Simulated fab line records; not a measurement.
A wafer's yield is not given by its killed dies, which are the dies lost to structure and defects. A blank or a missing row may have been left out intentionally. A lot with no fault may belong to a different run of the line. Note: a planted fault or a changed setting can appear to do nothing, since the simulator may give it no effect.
Which of the tools did it? + flow nandHarc + 12 lots, 36 wafers sampled, at 5 steps of a route of 1159

## WHAT THE GAUGES SHOWED, per wafer
NHARC_END_SORT_01.
| lot  | measured     | on        | killedAtArray | killedAtOther | killedAtPeriphery | killedDies | killedOpen | killedShort |
|------|--------------|-----------|---------------|---------------|-------------------|------------|------------|-------------|
| L993 | day 23 09:13 | prober-01 | 41            | 1             | 3                 | 45         | 5          | 1           |
| L995 | day 23 19:53 | prober-01 | 12 17 20      | 1 2 0         | 3 0 5             | 16 19 25   | 2 1 6      | 1 5 1       |

## EACH LOT AND THE TOOL THAT RAN IT (in order: tool; ch and the chambers of the sampled wafers; start)
| lot  | NHARC_P_STI_ETCH_31                          | NHARC_P_GATE_HM_OPEN_105                     | NHARC_P_GATE_COAT_40             | NHARC_P_GATE_STRIP_75               |
|------|----------------------------------------------|----------------------------------------------|----------------------------------|-------------------------------------|
| L979 | rieDiel-10 ch 1,3, day 5 22:01 or earlier    | rieDiel-06 ch 1,2,3, day 5 22:01 or earlier  | lithoTrack-02 ch 0, day 5 22:01  | plasmaAsher-01 ch 0, day 5 23:23    |
| L983 | rieDiel-02 ch 0,2, day 7 02:15 or earlier    | rieDiel-08 ch 0,1, day 7 02:15 or earlier    | lithoTrack-05 ch 0, day 7 02:15  | plasmaAsher-02 ch 0,1, day 7 03:53  |
| L986 | rieDiel-10 ch 0,1,2, day 7 14:38 or earlier  | rieDiel-08 ch 0,2,3, day 7 14:38 or earlier  | lithoTrack-05, day 7 14:38       | plasmaAsher-01 ch 0,1, day 7 15:56  |
| L985 | rieDiel-02 ch 0,2,3, day 7 13:55 or earlier  | rieDiel-06 ch 1,2,3, day 7 13:55 or earlier  | lithoTrack-05, day 7 13:55       | plasmaAsher-02 ch 0,1, day 7 15:25  |
| L990 | rieDiel-10 ch 1,2, day 8 09:41 or earlier    | rieDiel-06 ch 0,2, day 8 09:41 or earlier    | lithoTrack-03 ch 0, day 8 09:41  | plasmaAsher-02 ch 0,1, day 8 10:56  |
| L993 | rieDiel-09 ch 1,2,3, day 9 08:22 or earlier  | rieDiel-08 ch 2,3, day 9 08:22 or earlier    | lithoTrack-03 ch 0, day 9 08:22  | plasmaAsher-01 ch 0,1, day 9 09:38  |
| L992 | rieDiel-10 ch 0,1,3, day 9 09:02 or earlier  | rieDiel-06 ch 0,2, day 9 09:02 or earlier    | lithoTrack-05 ch 0, day 9 09:02  | plasmaAsher-01 ch 0,1, day 9 10:20  |
| L995 | rieDiel-02 ch 1,2,3, day 9 19:37 or earlier  | rieDiel-04 ch 2,3, day 9 19:37 or earlier    | lithoTrack-05 ch 0, day 9 19:37  | plasmaAsher-02 ch 0,1, day 9 21:40  |
| L996 | rieDiel-09 ch 2,3, day 10 03:37 or earlier   | rieDiel-08 ch 1,2, day 10 03:37 or earlier   | lithoTrack-05 ch 0, day 10 03:37 | plasmaAsher-02 ch 0,1, day 10 04:52 |
| L997 | rieDiel-09 ch 0,1, day 10 18:34 or earlier   | rieDiel-08 ch 2,3, day 10 18:34 or earlier   | lithoTrack-05 ch 0, day 10 18:34 | plasmaAsher-01 ch 0,1, day 10 19:52 |
| L998 | rieDiel-10 ch 0,1,3, day 11 02:39 or earlier | rieDiel-08 ch 1,2,3, day 11 02:39 or earlier | lithoTrack-02 ch 0, day 11 02:39 | plasmaAsher-01 ch 0,1, day 11 03:54 |
| L999 | rieDiel-09 ch 0,1,2, day 10 18:22 or earlier | rieDiel-06 ch 0,3, day 10 18:22 or earlier   | lithoTrack-03 ch 0, day 10 18:22 | plasmaAsher-01 ch 0,1, day 10 19:29 |
- NHARC_P_STI_ETCH_31: etches the open film in CF4/CHF3, target depth 108.9 nm, time 54.5 s.
- NHARC_P_GATE_HM_OPEN_105: chemistry O2/COS, target depth 360 nm.
- NHARC_P_GATE_COAT_40
- NHARC_P_GATE_STRIP_75: strips in O2.

## AS READ BY THE TOOLS THEMSELVES (means over the sampled wafers that have a number; for cases with no such wafer, the mark the record gives instead)
NHARC_P_STI_ETCH_31.
| lot  | tool       | drypumpMotorCurrentA (A) | oesProductAu (a.u.) | rfVppV (V) | showerheadPlenumPTorr (Torr) | throttleValvePct (%) |
|------|------------|--------------------------|---------------------|------------|------------------------------|----------------------|
| L979 | rieDiel-10 | 5.9                      | 0.963               | 373.7      | 1.66                         | 16.807               |
| L983 | rieDiel-02 | 5.6                      | 0.971               | 372.4      | 1.63                         | 16.806               |
| L986 | rieDiel-10 | 5.9                      | 0.965               | 369.9      | 1.59                         | 16.800               |
| L985 | rieDiel-02 | 5.7                      | 0.969               | 372.8      | 1.65                         | 16.812               |
| L990 | rieDiel-10 | 5.9                      | 0.974               | 370.1      | 1.57                         | 16.795               |
| L993 | rieDiel-09 | 5.7                      | 0.965               | 369.8      | 1.55                         | 16.811               |
| L992 | rieDiel-10 | 6.0                      | 0.953               | 372.8      | 1.62                         | 16.797               |
| L995 | rieDiel-02 | 5.8                      | 0.963               | 370.8      | 1.60                         | 16.790               |
| L996 | rieDiel-09 | 5.8                      | 0.955               | 368.6      | 1.54                         | 16.803               |
| L997 | rieDiel-09 | 5.7                      | 0.959               | 370.9      | 1.58                         | 16.799               |
| L998 | rieDiel-10 | 6.0                      | 0.971               | 372.2      | 1.62                         | 16.811               |
| L999 | rieDiel-09 | 5.7                      | 0.962               | 370.6      | 1.57                         | 16.802               |

NHARC_P_GATE_HM_OPEN_105.
| lot  | tool       | cosFlowSccm (sccm) | drypumpMotorCurrentA (A) | oesProductAu (a.u.) | rfVppV (V) | showerheadPlenumPTorr (Torr) | throttleValvePct (%) |
|------|------------|--------------------|--------------------------|---------------------|------------|------------------------------|----------------------|
| L979 | rieDiel-06 | 20.00              | 5.9                      | 1.005               | 466.7      | 3.07                         | 28.323               |
| L983 | rieDiel-08 | 19.99              | 6.3                      | 1.004               | 466.0      | 3.05                         | 28.325               |
| L986 | rieDiel-08 | 20.02              | 5.8                      | 0.994               | 466.7      | 3.12                         | 28.333               |
| L985 | rieDiel-06 | 19.99              | 5.9                      | 1.008               | 466.2      | 3.07                         | 28.338               |
| L990 | rieDiel-06 | 19.99              | 5.7                      | 0.999               | 463.0      | 2.96                         | 28.330               |
| L993 | rieDiel-08 | 20.01              | 5.3                      | 0.999               | 468.4      | 3.21                         | 28.330               |
| L992 | rieDiel-06 | 20.05              | 5.7                      | 0.995               | 464.2      | 2.96                         | 28.333               |
| L995 | rieDiel-04 | 19.98              | 5.7                      | 0.986               | 470.0      | 3.32                         | 28.336               |
| L996 | rieDiel-08 | 19.96              | 5.7                      | 0.989               | 467.6      | 3.15                         | 28.335               |
| L997 | rieDiel-08 | 20.00              | 5.3                      | 0.998               | 468.9      | 3.20                         | 28.329               |
| L998 | rieDiel-08 | 20.02              | 5.8                      | 0.992               | 466.6      | 3.12                         | 28.331               |
| L999 | rieDiel-06 | 20.02              | 5.7                      | 1.012               | 467.1      | 3.14                         | 28.333               |

NHARC_P_GATE_COAT_40.
| lot  | tool          | chillPlateTempC (C) | exhaustPa (Pa) |
|------|---------------|---------------------|----------------|
| L979 | lithoTrack-02 | 23.07               | 43.3           |
| L983 | lithoTrack-05 | 23.13               | 45.5           |
| L986 | lithoTrack-05 | -                   | -              |
| L985 | lithoTrack-05 | -                   | -              |
| L990 | lithoTrack-03 | 23.03               | 44.2           |
| L993 | lithoTrack-03 | 22.93               | 45.7           |
| L992 | lithoTrack-05 | 22.88               | 45.9           |
| L995 | lithoTrack-05 | 23.11               | 44.1           |
| L996 | lithoTrack-05 | 22.88               | 45.3           |
| L997 | lithoTrack-05 | 22.88               | 46.2           |
| L998 | lithoTrack-02 | 23.04               | 45.4           |
| L999 | lithoTrack-03 | 22.96               | 45.3           |

NHARC_P_GATE_STRIP_75.
| lot  | tool           | drypumpMotorCurrentA (A) | heaterPowerW (W) |
|------|----------------|--------------------------|------------------|
| L979 | plasmaAsher-01 | 5.71                     | 361              |
| L983 | plasmaAsher-02 | 5.74                     | 333              |
| L986 | plasmaAsher-01 | 5.75                     | 337              |
| L985 | plasmaAsher-02 | 5.78                     | 337              |
| L990 | plasmaAsher-02 | 5.76                     | 337              |
| L993 | plasmaAsher-01 | 5.73                     | 346              |
| L992 | plasmaAsher-01 | 5.73                     | 337              |
| L995 | plasmaAsher-02 | 5.77                     | 338              |
| L996 | plasmaAsher-02 | 5.79                     | 314              |
| L997 | plasmaAsher-01 | 5.74                     | 354              |
| L998 | plasmaAsher-01 | 5.76                     | 338              |
| L999 | plasmaAsher-01 | 5.74                     | 347              |

## THE ANSWER, worked out from the rows above alone
Rule: usual is defined by the lots themselves. Put in order of their means at a reading, lots are off if they are a third of the lots or fewer, leave a main group of 4 or more, and stand apart from it by a gap of 3 or more times the standard deviation of the main group's means; of several such gaps the widest counts. A main group is skipped when, at the precision printed for the reading in the tables above, its means are all equal. Also off: a lot with no number at a reading for which 4 or more lots have one. Where the step has rows for the other lots, those lots are counted as sound. Order of review: gauges by route order, followed by the tools' own readings, for which a lot's mean as printed above is used. The first step at which some lot is off is used, and at that step the reading that is off furthest; a lot without a number counts as furthest.
Off, at NHARC_P_GATE_COAT_40 on chillPlateTempC: L986, L985. Without a number there: L986, L985. Main group: mean 22.99 C, sd 0.092.
If a tool, at that step or one of the process steps before it, ran each lot that is off and ran no sound lot following the first of them, it fits. NHARC_P_STI_ETCH_31: start missing for some lots; hours and lot order therefore follow NHARC_P_GATE_COAT_40. NHARC_P_GATE_HM_OPEN_105: start missing for some lots; hours and lot order therefore follow NHARC_P_GATE_COAT_40. No candidate that was tried fits.

## WHAT THE SIMULATOR HAD PUT IN
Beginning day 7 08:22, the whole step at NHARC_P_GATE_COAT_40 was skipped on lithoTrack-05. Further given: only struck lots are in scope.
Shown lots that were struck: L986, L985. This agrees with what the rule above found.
